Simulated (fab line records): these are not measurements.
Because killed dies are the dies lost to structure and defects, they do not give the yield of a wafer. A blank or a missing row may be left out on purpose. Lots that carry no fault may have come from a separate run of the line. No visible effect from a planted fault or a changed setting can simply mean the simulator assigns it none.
fab line records	flow n5Finfet
[record] lots = 11	wafers = 33	lastDay = 19
route steps=1938 shown BEOL_M12@1635 BEOL_M13@1669 PASSIVATION@1936
lots that met no fault: from a run of the same line without faults
startH: start of the lot's first displayed wafer, in hours after the record's first day	waitH: hours elapsed since this lot's preceding step	" as in the row above	L1.1+2: a row that stands for several wafers	- no value present, or no start provided	* or withheld: withheld	< > ~ a bound
route shown NAME@n: names a module that has steps shown in the file, with the first one's number in the route	usual: average and standard deviation across the fault-free wafers	same: alike in all rows	chamber/n: place in a boat	sites: the reading at each site	_std_site: standard deviation of those values	_edge_site: mean of outer sites minus mean of inner sites	radiusMm: for every site, how far away it sits from the centre of the wafer	mask NAME#n: copy n	behind: the tool/chamber that last shaped the wafer	hold: reason for holding the lot/hours on hold/outcome of the hold	device: which transistor (n, p or np) failed to switch	end of line: the same wafers' tests at the end of the route	for a step that has no rows: nothing shown but its recipe	killed: not the wafer's yield, but the dies lost to structure and defects at the first sort	map: a wafer's dies, x killed, . not, _ none there
set.NAME: the setting as run; set.NAME@STEP: as run at that earlier step	model.NAME: the simulator's own value behind a step, which no gauge read
steps of the route over a sample of lots; a table a step, a row a wafer
services: when a tool's chamber went out of use (startH, in hours from the record's first day, below 0 if earlier), for how many hours, and the reason
[[steps]]
[step N5_BEOL_M12_DESCUM_33]
[recipe] chemistry = O2	timeS = 7.9	sourcePowerW = 50	biasPowerW = 20	pressureMtorr = 20	rfFrequencyHz = 2.712e+07	tempC = 40	o2FlowSccm = 225
[usual] drypumpMotorCurrentA = 5.5/0.31	oesProductAu = 0.82/0.088	rfVppV = 243.2/1.6	showerheadPlenumPTorr = 2.10/0.084	throttleValvePct = 20.31/0.26
lot.wafer	tool	chamber	startH	waitH	drypumpMotorCurrentA	oesProductAu	rfHoursCounterH	rfVppV	showerheadPlenumPTorr	throttleValvePct
L261.3	rieDiel-04	3	271.70	0.0	5.2	0.70	209	241.6	2.06	20.36
L261.4	"	1	"	"	5.9	0.70	-	240.4	1.97	20.33
L261.6	"	3	"	"	5.2	0.71	-	242.6	2.06	20.38
L267.4	rieDiel-01	1	312.00	0.0	5.6	0.96	8	245.4	2.24	20.04
L267.5	"	0	"	"	5.3	1.00	-	243.1	2.13	19.97
L267.6	"	3	"	"	5.2	0.81	-	242.0	2.01	20.19
L269.2	rieDiel-03	2	325.45	0.0	4.9	0.84	67	245.7	2.22	20.58
L269.3	"	3	"	"	5.4	0.80	104	241.7	2.13	20.69
L269.4	"	1	"	"	5.8	0.90	29	243.6	2.14	20.42
L273.1	rieDiel-01	1	333.01	0.0	5.6	0.92	16	246.2	2.23	20.07
L273.2	"	0	"	"	5.3	0.96	9	242.6	2.13	19.98
L273.4	"	2	"	"	5.8	0.70	237	241.1	1.97	20.54
L270.2	rieDiel-03	2	351.65	0.0	4.9	0.84	76	245.5	2.22	20.58
L270.3	"	0	"	"	5.8	0.86	63	244.3	2.12	19.91
L270.4	"	3	"	"	5.4	0.79	111	243.7	2.13	20.70
L272.2	rieDiel-03	1	353.51	0.0	5.8	0.88	39	244.5	2.14	20.44
L272.4	"	2	"	"	4.9	0.83	76	244.5	2.22	20.57
L272.5	"	3	"	"	5.4	0.79	-	243.6	2.13	20.69
L274.2	rieDiel-04	2	355.92	0.0	5.4	0.88	50	241.9	2.04	19.98
L274.4	"	1	"	"	5.9	0.92	5	247.2	2.22	20.06
L274.5	"	0	"	"	5.5	0.95	-	242.0	2.05	20.00
L277.2	rieDiel-03	0	393.83	0.1	5.8	0.84	77	243.5	2.11	19.94
L277.3	"	2	"	"	4.9	0.82	87	245.1	2.21	20.61
L277.4	"	1	"	"	5.8	0.86	52	242.3	2.13	20.46
L280.2	rieDiel-01	1	405.57	0.0	5.7	0.88	45	246.9	2.22	20.08
L280.4	"	3	"	"	5.2	0.78	121	242.6	2.00	20.25
L280.6	"	0	"	"	5.3	0.89	-	245.5	2.12	20.01
L279.2	rieDiel-03	1	409.21	0.1	5.8	0.84	56	245.2	2.13	20.47
L279.3	"	0	"	"	5.8	0.82	81	243.0	2.11	19.94
L279.5	"	1	"	"	5.8	0.85	-	242.6	2.13	20.45
L278.3	rieDiel-03	2	412.96	0.0	5.0	0.82	93	245.1	2.21	20.59
L278.4	"	1	"	"	5.8	0.86	57	242.9	2.13	20.47
L278.5	"	3	"	"	5.4	0.77	-	243.5	2.12	20.73
[step N5_BEOL_M12_SPUTTER_43]
[recipe] material = TaN	targetThkA = 150	tempC = 50	biasV = 168.6	powerW = 15000	chamberPressurePa = 0.12	timeS = 24.19
[usual] throttleValvePct = 29.2/1.3
lot.wafer	tool	chamber	startH	waitH	throttleValvePct
L261.3	pvdSputter-02	-	274.74	0.0	28.5
L261.4	"	-	"	"	30.7
L261.6	"	-	"	"	30.8
L267.4	pvdSputter-02	-	314.79	0.0	30.5
L267.5	"	-	"	"	30.5
L267.6	"	-	"	"	30.5
L269.2	pvdSputter-01	-	329.30	0.0	29.0
L269.3	"	-	"	"	28.6
L269.4	"	-	"	"	30.0
L273.1	pvdSputter-02	-	334.07	0.0	28.4
L273.2	"	-	"	"	30.4
L273.4	"	-	"	"	30.7
L270.2	pvdSputter-03	-	353.99	0.0	29.0
L270.3	"	-	"	"	29.9
L270.4	"	-	"	"	30.0
L272.2	pvdSputter-01	-	357.54	0.0	28.9
L272.4	"	-	"	"	30.2
L272.5	"	-	"	"	28.6
L274.2	pvdSputter-02	-	358.99	0.0	28.4
L274.4	"	-	"	"	30.2
L274.5	"	-	"	"	30.6
L277.2	pvdSputter-01	-	397.42	0.0	28.7
L277.3	"	-	"	"	30.2
L277.4	"	-	"	"	30.0
L280.2	pvdSputter-02	-	410.51	0.0	26.5
L280.4	"	-	"	"	30.3
L280.6	"	-	"	"	26.6
L279.2	pvdSputter-03	-	410.68	0.0	29.2
L279.3	"	-	"	"	30.0
L279.5	"	-	"	"	29.7
L278.3	pvdSputter-03	-	416.42	0.0	30.1
L278.4	"	-	"	"	29.0
L278.5	"	-	"	"	29.1
[step N5_BEOL_M12_ANNEAL_48]
[recipe] tempC = 225	timeS = 90	ambient = N2
[usual] annealTempC = 225.00/0.16	annealTempCMax = 226.4/0.51	wafer_temp_C_max = 226.0/0.34
lot.wafer	tool	chamber	startH	waitH	annealTempC	annealTempCMax	wafer_temp_C_max
L261.3	rtpAnneal-02	0	275.25	0.2	225.14	226.3	226.1
L261.4	"	0	"	"	225.02	225.8	226.2
L261.6	"	0	"	"	224.85	225.8	226.3
L267.4	rtpAnneal-01	0	315.42	0.3	224.92	226.5	225.9
L267.5	"	0	"	"	225.39	227.4	225.9
L267.6	"	0	"	"	224.92	226.5	226.0
L269.2	rtpAnneal-02	-	330.21	0.6	-	-	-
L269.3	"	-	"	"	-	-	-
L269.4	"	-	"	"	-	-	-
L273.1	rtpAnneal-01	-	334.49	0.1	-	-	-
L273.2	"	-	"	"	-	-	-
L273.4	"	-	"	"	-	-	-
L270.2	rtpAnneal-02	-	354.46	0.1	-	-	-
L270.3	"	-	"	"	-	-	-
L270.4	"	-	"	"	-	-	-
L272.2	rtpAnneal-01	0	358.02	0.1	224.84	227.0	226.0
L272.4	"	0	"	"	224.88	227.3	226.0
L272.5	"	0	"	"	225.13	226.7	226.1
L274.2	rtpAnneal-02	0	359.46	0.1	225.22	226.1	226.6
L274.4	"	0	"	"	224.76	225.8	226.1
L274.5	"	0	"	"	224.96	225.7	226.3
L277.2	rtpAnneal-01	0	397.89	0.1	225.08	226.4	226.2
L277.3	"	0	"	"	225.14	227.5	226.2
L277.4	"	0	"	"	224.94	226.5	225.9
L280.2	rtpAnneal-01	0	410.98	0.1	224.94	226.5	226.0
L280.4	"	0	"	"	224.93	226.4	225.8
L280.6	"	0	"	"	225.05	226.6	225.8
L279.2	rtpAnneal-01	0	411.25	0.3	225.09	227.0	225.6
L279.3	"	0	"	"	224.70	226.5	225.6
L279.5	"	0	"	"	224.81	226.5	225.7
L278.3	rtpAnneal-02	0	416.93	0.2	225.08	225.9	226.5
L278.4	"	0	"	"	225.08	225.8	226.2
L278.5	"	0	"	"	225.07	225.9	226.2
[step N5_BEOL_M13_CD_MEAS_10]
[recipe] targetCdNm = 190	landingEnergyEv = 500	detector = seInlens	polarity = opening
[usual] cdNm = 190.4/1
lot.wafer	tool	chamber	startH	waitH	cdNm
L261.3	cdSem-03	0	276.39	-	192.1
L261.4	"	0	"	"	189.5
L261.6	"	0	"	"	192.3
L267.4	cdSem-01	0	316.52	-	190.7
L267.5	"	0	"	"	191.1
L267.6	"	0	"	"	189.2
L269.2	cdSem-02	0	331.52	-	190.5
L269.3	"	0	"	"	190.2
L269.4	"	0	"	"	189.6
L273.1	cdSem-02	0	335.86	-	190.5
L273.2	"	0	"	"	189.8
L273.4	"	0	"	"	191.2
L270.2	cdSem-01	0	355.64	-	188.2
L270.3	"	0	"	"	189.1
L270.4	"	0	"	"	190.4
L272.2	cdSem-02	0	359.33	-	190.5
L272.4	"	0	"	"	188.3
L272.5	"	0	"	"	190.3
L274.2	cdSem-03	0	360.65	-	190.5
L274.4	"	0	"	"	190.9
L274.5	"	0	"	"	188.5
L277.2	cdSem-01	0	399.11	-	189.9
L277.3	"	0	"	"	191.8
L277.4	"	0	"	"	192.1
L280.2	cdSem-03	0	412.29	-	192.6
L280.4	"	0	"	"	190.2
L280.6	"	0	"	"	191.3
L279.2	cdSem-01	0	412.62	-	188.8
L279.3	"	0	"	"	190.0
L279.5	"	0	"	"	191.0
L278.3	cdSem-02	0	418.20	-	189.7
L278.4	"	0	"	"	189.0
L278.5	"	0	"	"	190.8
[step N5_PASSIVATION_PROBE_49]
[usual] defectLimitedYield = 91.3/1.4	killed_at_M0_to_M3 = 33/11	killed_at_M4_up = 15/6.2	killedAtContacts = 13/6.5	killedAtFrontEnd = 38/11	killedAtOther = 3.4/2.6	killedDies = 102/17	killedOnRim = 13/4.1	killedOpen = 67/12	killedShort = 34/7.9	sort_bin_5_function = 5.1/0.88	sort_bin_6_memory = 3.3/0.65	sort_bin_8_speed = 0.00/0.0099	sortNPass = 1078/17	sortYieldPct = 91.3/1.4
[same] grossDies = 1180	killedAtBackSide = 0	sort_bin_4_leakage[%] = 0
lot.wafer	tool	chamber	startH	waitH	defectLimitedYield[%]	killed_at_M0_to_M3	killed_at_M4_up	killedAtContacts	killedAtFrontEnd	killedAtOther	killedDies	killedOnRim	killedOpen	killedShort	sort_bin_5_function[%]	sort_bin_6_memory[%]	sort_bin_8_speed[%]	sortNPass	sortYieldPct[%]
L261.3	prober-02	-	310.72	0.1	88.6	73	15	13	30	3	134	17	84	47	6.6	4.3	0	1046	88.6
L261.4	prober-02	-	310.77	0.2	89.5	53	10	20	38	3	124	16	70	51	5.9	4.1	0	1056	89.5
L261.6	prober-02	-	310.87	0.3	92.6	33	12	8	30	4	87	9	61	25	4.2	2.9	0	1093	92.6
L267.4	prober-02	-	351.51	0.2	93.1	33	10	3	34	1	81	10	48	32	3.8	2.7	0	1099	93.1
L267.5	prober-02	-	351.56	0.2	92.9	29	18	3	32	2	84	10	56	28	4.1	3.0	0	1096	92.9
L267.6	prober-02	-	351.61	0.3	91.0	37	16	8	41	4	106	12	62	43	5.3	3.4	0	1074	91.0
L269.2	prober-02	-	363.71	0.1	92.5	31	11	11	34	1	88	9	56	32	4.1	3.1	0	1092	92.5
L269.3	prober-02	-	363.76	0.1	91.7	29	12	6	46	5	98	8	65	31	4.8	3.2	0	1082	91.7
L269.4	prober-02	-	363.81	0.2	90.8	30	3	4	71	1	109	17	65	43	4.8	3.5	0.08	1071	90.8
L273.1	prober-01	-	369.30	0.0	93.1	21	17	3	41	0	82	12	45	34	4.1	2.7	0	1098	93.1
L273.2	prober-01	-	369.35	0.1	91.2	34	10	9	48	3	104	20	65	37	5.8	2.7	0	1076	91.2
L273.4	prober-01	-	369.45	0.2	90.2	23	16	11	63	3	116	20	74	42	5.3	4.0	0	1064	90.2
L270.2	prober-02	-	388.89	0.1	93.9	25	9	5	29	4	72	7	40	28	4.0	2.1	0	1108	93.9
L270.3	prober-02	-	388.94	0.1	92.0	30	18	18	25	3	94	17	64	29	4.7	3.0	0	1086	92.0
L270.4	prober-02	-	388.99	0.2	92.3	31	6	17	36	1	91	13	63	28	4.3	3.2	0	1089	92.3
L274.2	prober-02	-	392.57	0.1	91.3	27	21	9	42	4	103	7	73	26	4.7	3.6	0	1077	91.3
L274.4	prober-02	-	392.67	0.2	89.7	20	26	14	55	7	122	19	73	47	5.6	4.0	0	1058	89.7
L274.5	prober-02	-	392.72	0.2	90.8	23	21	23	41	0	108	10	81	27	5.2	3.8	0	1072	90.8
L272.2	prober-01	-	394.05	0.1	90.1	20	28	20	45	4	117	18	86	30	6.0	3.6	0	1063	90.1
L272.4	prober-01	-	394.15	0.2	91.9	29	9	18	34	5	95	10	54	40	4.8	2.7	0	1085	91.9
L272.5	prober-01	-	394.20	0.2	91.4	20	11	20	48	2	101	7	67	33	5.1	3.5	0	1079	91.4
L277.2	prober-02	-	434.81	0.8	93.1	31	11	4	25	11	82	8	44	36	4.8	1.9	0	1098	93.1
L277.3	prober-02	-	434.86	0.8	91.6	26	12	16	34	11	99	16	69	28	4.7	3.6	0	1081	91.6
L277.4	prober-02	-	434.91	0.9	91.6	16	17	25	34	7	99	9	64	32	5.9	1.7	0	1081	91.6
L280.2	prober-01	-	449.98	0.1	90.9	34	16	8	43	6	107	13	74	33	5.1	3.8	0	1073	90.9
L280.4	prober-01	-	450.08	0.2	91.0	42	14	18	29	3	106	9	72	34	4.7	4.1	0	1074	91.0
L280.6	prober-01	-	450.18	0.3	90.7	32	25	5	39	9	110	14	67	43	6.0	3.1	0	1070	90.7
L279.2	prober-01	-	455.34	0.1	90.2	29	24	9	51	3	116	18	87	27	5.2	4.1	0	1064	90.2
L279.3	prober-01	-	455.39	0.1	90.8	18	31	15	39	6	109	14	71	36	5.8	3.3	0	1071	90.8
L279.5	prober-01	-	455.49	0.2	91.3	34	20	13	35	1	103	12	71	31	4.8	3.7	0	1077	91.3
L278.3	prober-02	-	455.84	0.1	94.4	27	9	6	22	2	66	6	41	25	3.1	2.5	0	1114	94.4
L278.4	prober-02	-	455.89	0.2	93.6	26	14	4	31	1	76	5	52	24	3.7	2.6	0	1104	93.6
L278.5	prober-02	-	455.94	0.2	93.7	24	22	6	22	0	74	8	43	31	3.6	2.5	0	1106	93.7
// killed by level:class
L261.3 BEOL_M0_SAQP:geometricParticle:open=19 BEOL_M0_SAQP:geometricParticle:short=14 BEOL_M2:geometricParticle:open=12 MOL_CONTACT_COAG:geometricParticle:open=11 BEOL_M1:geometricParticle:open=11 BEOL_M4:geometricParticle:short=7 BEOL_M3:geometricParticle:open=6 BEOL_M4:geometricParticle:open=6
L261.4 MOL_CONTACT_COAG:geometricParticle:open=18 BEOL_M2:geometricParticle:open=13 FIN_SAQP:geometricParticle:short=8 BEOL_M0_SAQP:geometricParticle:short=7 BEOL_M0_SAQP:geometricParticle:open=6 BEOL_M2:geometricParticle:short=6 STI_FIN_REVEAL:geometricParticle:open=5 GATE_CUT:geometricParticle:short=5
L261.6 STI_FIN_REVEAL:geometricParticle:open=12 BEOL_M0_SAQP:geometricParticle:short=9 MOL_CONTACT_COAG:geometricParticle:open=7 BEOL_M0_SAQP:geometricParticle:open=7 BEOL_M2:geometricParticle:open=6 BEOL_M4:geometricParticle:open=5 BEOL_M1:geometricParticle:open=4 FIN_SAQP:geometricParticle:short=3
L267.4 BEOL_M0_SAQP:geometricParticle:open=11 BEOL_M0_SAQP:geometricParticle:short=9 DUMMY_GATE:geometricParticle:open=6 GATE_CUT:geometricParticle:short=5 BEOL_M4:geometricParticle:open=5 FIN_SAQP:geometricParticle:open=4 BEOL_M3:geometricParticle:open=4 FIN_SAQP:geometricParticle:short=3
L267.5 BEOL_M0_SAQP:geometricParticle:open=14 FIN_SAQP:geometricParticle:open=11 FIN_SAQP:geometricParticle:short=8 BEOL_M4:geometricParticle:open=7 BEOL_M0_SAQP:geometricParticle:short=6 BEOL_M5:geometricParticle:open=6 BEOL_M1:geometricParticle:open=3 BEOL_M4:geometricParticle:short=3
L267.6 BEOL_M0_SAQP:geometricParticle:short=11 ILD0:geometricParticle:short=10 BEOL_M4:geometricParticle:open=10 BEOL_M0_SAQP:geometricParticle:open=9 FIN_SAQP:geometricParticle:open=7 MOL_CONTACT_COAG:geometricParticle:open=7 ILD0:geometricParticle:open=4 GATE_CUT:geometricParticle:short=4
L269.2 GATE_CUT:geometricParticle:short=9 MOL_CONTACT_COAG:geometricParticle:open=8 BEOL_M0_SAQP:geometricParticle:open=8 GATE_CUT:geometricParticle:open=6 BEOL_M1:geometricParticle:open=6 STI_FIN_REVEAL:geometricParticle:open=5 BEOL_M0_SAQP:geometricParticle:short=5 BEOL_M2:geometricParticle:open=5
L269.3 GATE_CUT:geometricParticle:short=13 BEOL_M3:geometricParticle:open=9 FIN_SAQP:geometricParticle:short=8 FIN_SAQP:geometricParticle:open=7 GATE_CUT:geometricParticle:open=7 BEOL_M4:geometricParticle:open=7 BEOL_M1:geometricParticle:open=6 MOL_CONTACT_COAG:geometricParticle:open=5
L269.4 STI_FIN_REVEAL:geometricParticle:open=17 FIN_SAQP:geometricParticle:open=12 FIN_SAQP:geometricParticle:short=10 BEOL_M0_SAQP:geometricParticle:open=9 BEOL_M0_SAQP:geometricParticle:short=8 GATE_CUT:geometricParticle:short=7 GATE_CUT:geometricParticle:open=6 STI_FIN_REVEAL:geometricParticle:short=5
L273.1 FIN_SAQP:geometricParticle:short=6 BEOL_M3:geometricParticle:open=6 STI_FIN_REVEAL:geometricParticle:open=5 FIN_SAQP:geometricParticle:open=4 STI_FIN_REVEAL:geometricParticle:short=4 ILD0:geometricParticle:short=4 BEOL_M0_SAQP:geometricParticle:short=4 BEOL_M6:geometricParticle:open=4
L273.2 STI_FIN_REVEAL:geometricParticle:open=14 BEOL_M0_SAQP:geometricParticle:open=11 BEOL_M0_SAQP:geometricParticle:short=9 MOL_CONTACT_COAG:geometricParticle:open=8 GATE_CUT:geometricParticle:short=6 GATE_CUT:geometricParticle:open=5 FIN_SAQP:geometricParticle:short=4 DUMMY_GATE:geometricParticle:open=4
L273.4 FIN_SAQP:geometricParticle:open=11 FIN_SAQP:geometricParticle:short=10 GATE_CUT:geometricParticle:short=10 BEOL_M3:geometricParticle:open=9 MOL_CONTACT_COAG:geometricParticle:open=9 DUMMY_GATE:geometricParticle:open=8 BEOL_M4:geometricParticle:open=7 STI_FIN_REVEAL:geometricParticle:open=6
L270.2 FIN_SAQP:geometricParticle:short=10 FIN_SAQP:geometricParticle:open=8 BEOL_M0:geometricParticle:short=7 DUMMY_GATE:geometricParticle:open=4 BEOL_M0:geometricParticle:open=4 MOL_CONTACT_COAG:geometricParticle:open=3 BEOL_M3:geometricParticle:open=3 BEOL_M0_SAQP:geometricParticle:open=3
L270.3 MOL_CONTACT_COAG:geometricParticle:open=16 BEOL_M2:geometricParticle:open=9 BEOL_M0_SAQP:geometricParticle:open=8 DUMMY_GATE:geometricParticle:open=7 BEOL_M4:geometricParticle:open=7 BEOL_M0_SAQP:geometricParticle:short=5 FIN_SAQP:geometricParticle:short=4 FIN_SAQP:geometricParticle:open=3
L270.4 MOL_CONTACT_COAG:geometricParticle:open=15 FIN_SAQP:geometricParticle:open=14 BEOL_M2:geometricParticle:open=10 FIN_SAQP:geometricParticle:short=8 BEOL_M1:geometricParticle:open=6 STARTING-WAFER:geometricParticle:short=5 BEOL_M0_SAQP:geometricParticle:short=4 BEOL_M3:geometricParticle:open=4
L274.2 BEOL_M2:geometricParticle:open=11 BEOL_M4:geometricParticle:open=11 STI_FIN_REVEAL:geometricParticle:open=8 BEOL_M0_SAQP:geometricParticle:open=7 GATE_CUT:geometricParticle:short=7 FIN_SAQP:geometricParticle:open=6 MOL_CONTACT_COAG:geometricParticle:open=6 BEOL_M0_SAQP:geometricParticle:short=4
L274.4 BEOL_M4:geometricParticle:open=16 FIN_SAQP:geometricParticle:short=12 MOL_CONTACT_COAG:geometricParticle:open=11 GATE_CUT:geometricParticle:short=10 FIN_SAQP:geometricParticle:open=8 STI_FIN_REVEAL:geometricParticle:open=7 BEOL_M0_SAQP:geometricParticle:short=5 BEOL_M2:geometricParticle:open=4
L274.5 MOL_CONTACT_COAG:geometricParticle:open=19 BEOL_M4:geometricParticle:open=16 FIN_SAQP:geometricParticle:open=11 GATE_CUT:geometricParticle:short=9 BEOL_M2:geometricParticle:open=9 STI_FIN_REVEAL:geometricParticle:open=7 STARTING-WAFER:geometricParticle:open=6 MOL_CONTACT_COAG:geometricParticle:short=4
L272.2 MOL_CONTACT_COAG:geometricParticle:open=20 STI_FIN_REVEAL:geometricParticle:open=18 FIN_SAQP:geometricParticle:short=13 BEOL_M2:geometricParticle:open=11 BEOL_M5:geometricParticle:open=7 BEOL_M4:geometricParticle:open=6 BEOL_M5:geometricParticle:short=5 FIN_SAQP:geometricParticle:open=3
L272.4 MOL_CONTACT_COAG:geometricParticle:open=13 BEOL_M0_SAQP:geometricParticle:short=8 FIN_SAQP:geometricParticle:short=7 FIN_SAQP:geometricParticle:open=6 DUMMY_GATE:geometricParticle:open=5 DUMMY_GATE:geometricParticle:short=5 MOL_CONTACT_COAG:geometricParticle:short=5 BEOL_M2:geometricParticle:open=5
L272.5 FIN_SAQP:geometricParticle:short=12 MOL_CONTACT_COAG:geometricParticle:open=11 STI_FIN_REVEAL:geometricParticle:open=10 FIN_SAQP:geometricParticle:open=9 MOL_CONTACT_COAG:geometricParticle:short=9 DUMMY_GATE:geometricParticle:open=7 BEOL_M2:geometricParticle:open=6 BEOL_M7:geometricParticle:open=5
L277.2 BEOL_M0_SAQP:geometricParticle:short=12 STI_FIN_REVEAL:geometricParticle:open=7 BEOL_M0_SAQP:geometricParticle:open=6 BEOL_M4:geometricParticle:open=6 PASS1_CAP:geometricParticle:short=5 BEOL_M2:geometricParticle:open=5 STARTING-WAFER:geometricParticle:short=5 PASS1_CAP:geometricParticle:open=4
L277.3 MOL_CONTACT_COAG:geometricParticle:open=13 STI_FIN_REVEAL:geometricParticle:open=9 BEOL_M2:geometricParticle:open=9 FIN_SAQP:geometricParticle:short=8 BEOL_M4:geometricParticle:open=6 BEOL_M0_SAQP:geometricParticle:open=6 PASS1_CAP:geometricParticle:open=5 DUMMY_GATE:geometricParticle:open=3
L277.4 MOL_CONTACT_COAG:geometricParticle:open=20 STI_FIN_REVEAL:geometricParticle:open=11 BEOL_M4:geometricParticle:open=7 FIN_SAQP:geometricParticle:short=6 MOL_CONTACT_COAG:geometricParticle:short=5 PASS1_CAP:geometricParticle:short=4 STI_FIN_REVEAL:geometricParticle:short=3 BEOL_M0_SAQP:geometricParticle:open=3
L280.2 FIN_SAQP:geometricParticle:short=11 BEOL_M2:geometricParticle:open=11 FIN_SAQP:geometricParticle:open=9 MOL_CONTACT_COAG:geometricParticle:open=7 BEOL_M4:geometricParticle:open=7 STI_FIN_REVEAL:geometricParticle:open=5 BEOL_M3:geometricParticle:open=5 BEOL_M1:geometricParticle:open=5
L280.4 MOL_CONTACT_COAG:geometricParticle:open=14 BEOL_M3:geometricParticle:open=13 DUMMY_GATE:geometricParticle:open=9 BEOL_M2:geometricParticle:open=7 BEOL_M1:geometricParticle:open=5 FIN_SAQP:geometricParticle:short=4 GATE_CUT:geometricParticle:short=4 MOL_CONTACT_COAG:geometricParticle:short=4
L280.6 DUMMY_GATE:geometricParticle:open=9 FIN_SAQP:geometricParticle:short=8 BEOL_M4:geometricParticle:open=8 BEOL_M2:geometricParticle:open=8 FIN_SAQP:geometricParticle:open=7 BEOL_M2:geometricParticle:short=6 GATE_CUT:geometricParticle:short=5 MOL_CONTACT_COAG:geometricParticle:open=5
L279.2 BEOL_M4:geometricParticle:open=18 FIN_SAQP:geometricParticle:open=13 BEOL_M2:geometricParticle:open=10 BEOL_M3:geometricParticle:open=9 MOL_CONTACT_COAG:geometricParticle:open=8 FIN_SAQP:geometricParticle:short=4 DUMMY_GATE:geometricParticle:open=4 ILD0:geometricParticle:open=4
L279.3 BEOL_M4:geometricParticle:open=18 MOL_CONTACT_COAG:geometricParticle:open=11 FIN_SAQP:geometricParticle:short=9 BEOL_M2:geometricParticle:open=6 STARTING-WAFER:geometricParticle:open=6 FIN_SAQP:geometricParticle:open=5 STI_FIN_REVEAL:geometricParticle:open=4 DUMMY_GATE:geometricParticle:open=4
L279.5 BEOL_M4:geometricParticle:open=14 STI_FIN_REVEAL:geometricParticle:open=9 BEOL_M2:geometricParticle:open=9 BEOL_M3:geometricParticle:open=9 MOL_CONTACT_COAG:geometricParticle:open=8 FIN_SAQP:geometricParticle:open=5 MOL_CONTACT_COAG:geometricParticle:short=5 BEOL_M0_SAQP:geometricParticle:short=4
L278.3 BEOL_M2:geometricParticle:open=7 GATE_CUT:geometricParticle:short=6 BEOL_M3:geometricParticle:open=6 BEOL_M1:geometricParticle:open=5 MOL_CONTACT_COAG:geometricParticle:open=4 FIN_SAQP:geometricParticle:open=3 BEOL_M0_SAQP:geometricParticle:short=3 BEOL_M4:geometricParticle:open=3
L278.4 BEOL_M1:geometricParticle:open=10 FIN_SAQP:geometricParticle:open=6 DUMMY_GATE:geometricParticle:open=6 STARTING-WAFER:geometricParticle:short=6 BEOL_M4:geometricParticle:open=4 BEOL_M3:geometricParticle:open=4 STARTING-WAFER:geometricParticle:open=4 DUMMY_GATE:geometricParticle:short=3
L278.5 BEOL_M4:geometricParticle:open=10 FIN_SAQP:geometricParticle:short=8 BEOL_M0_SAQP:geometricParticle:short=5 BEOL_M0_SAQP:geometricParticle:open=4 BEOL_M1:geometricParticle:open=4 BEOL_M3:geometricParticle:open=4 BEOL_M7:geometricParticle:open=4 GATE_CUT:geometricParticle:short=3
[[services]]
tool	chamber	startH	hours	kind
rieDiel-01	1	259.55	-	clean
rieDiel-01	1	259.55	-	consumableReplace:focusRing
rieDiel-01	1	259.55	-	consumableReplace:showerhead
rieDiel-04	2	262.52	29.1	repair
rieDiel-03	0	285.15	18.7	repair
rieDiel-04	0	291.63	-	clean
rieDiel-04	0	291.63	-	consumableReplace:focusRing
rieDiel-04	0	291.63	22.6	scheduledDown
rieDiel-04	0	291.63	22.6	ventCycle
rieDiel-01	0	291.88	-	clean
rieDiel-01	0	291.88	-	consumableReplace:focusRing
rieDiel-04	1	314.27	-	clean
rieDiel-04	1	314.27	-	consumableReplace:focusRing
rieDiel-04	1	314.27	-	consumableReplace:showerhead
rieDiel-04	1	314.27	20.2	scheduledDown
rieDiel-03	2	360.21	3.0	repair
rieDiel-01	2	368.58	-	clean
rieDiel-01	2	368.58	-	consumableReplace:focusRing
rieDiel-01	2	368.58	-	consumableReplace:showerhead
rieDiel-01	2	368.58	24.0	scheduledDown
rieDiel-01	2	368.58	24.0	ventCycle
pvdSputter-01	-	370.77	4.7	repair
rieDiel-04	3	400.12	6.5	repair
rieDiel-03	-	404.61	0.9	repair
[[key]]
[firstSign] step = N5_BEOL_M12_ANNEAL_48	reading = toolRecord	direction = missing
effect none on later readings
metAt N5_BEOL_M12_ANNEAL_48
struckLots L269,L270,L273
notActingAt N5_BEOL_M12_DESCUM_33,N5_BEOL_M12_SPUTTER_43,N5_BEOL_M13_CD_MEAS_10
onsetBetween 315.42 330.21
[fault] kind = skippedStepWhole	tool = rtpAnneal-01,rtpAnneal-02	chamber = -	onsetH = 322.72	steps = N5_BEOL_M12_ANNEAL_48	scope = struckLotsOnly
